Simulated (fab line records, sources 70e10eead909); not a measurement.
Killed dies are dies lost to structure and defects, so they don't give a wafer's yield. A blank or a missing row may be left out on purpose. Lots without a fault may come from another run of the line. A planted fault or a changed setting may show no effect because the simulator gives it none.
Chamber matching | flow nand_harc | NHARC_THIN_TSV_ETCHBACK_48 on rie_diel-11: 4 sister chambers
The step etches the open film in C4F8/Ar, target depth 1028.5 nm, time 405.17 s. 4 wafers are shown with their chamber, then 8 later ones without.

WAFERS WITH THEIR CHAMBER
wafer  | chamber | rf_vpp_V (V)
L084.6 | 0       | 551.0
L085.6 | 1       | 544.6
L087.3 | 3       | 546.3
L090.2 | 2       | 544.6

WAFERS WITHOUT THEIR CHAMBER
wafer  | rf_vpp_V (V)
L090.5 | 544.4
L090.6 | 545.3
L091.2 | 542.6
L091.4 | 551.5
L091.6 | 552.6
L093.1 | 550.0
L093.4 | 546.2
L093.6 | 543.2

WHICH CHAMBER EACH WENT THROUGH
wafer  | from the rows above          | in truth
L090.5 | can't be placed: 1 or 2 or 3 | 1
L090.6 | can't be placed: 1 or 2 or 3 | 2
L091.2 | can't be placed: 1 or 2 or 3 | 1
L091.4 | 0                            | 0
L091.6 | 0                            | 0
L093.1 | 0                            | 0
L093.4 | can't be placed: 3 or 1 or 2 | 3
L093.6 | can't be placed: 1 or 2 or 3 | 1
Placed correctly: 3 of 8. Can't be placed from these rows: 5 (the true chamber is among the candidates in 5). Placed wrongly: 0.
How it was worked out, from the rows above alone: a wafer's distance from a chamber is the root of the sum, over the readings, of the square of ((its reading less the chamber's mean) divided by the reading's scatter). The wafer belongs to the nearest chamber; if the next one is less than 2 further off, it can't be placed. A chamber's mean is the mean of its shown wafers. The scatter: with one shown wafer a chamber, the root of the mean of the squares of how far each hidden wafer lies from its nearest shown one.
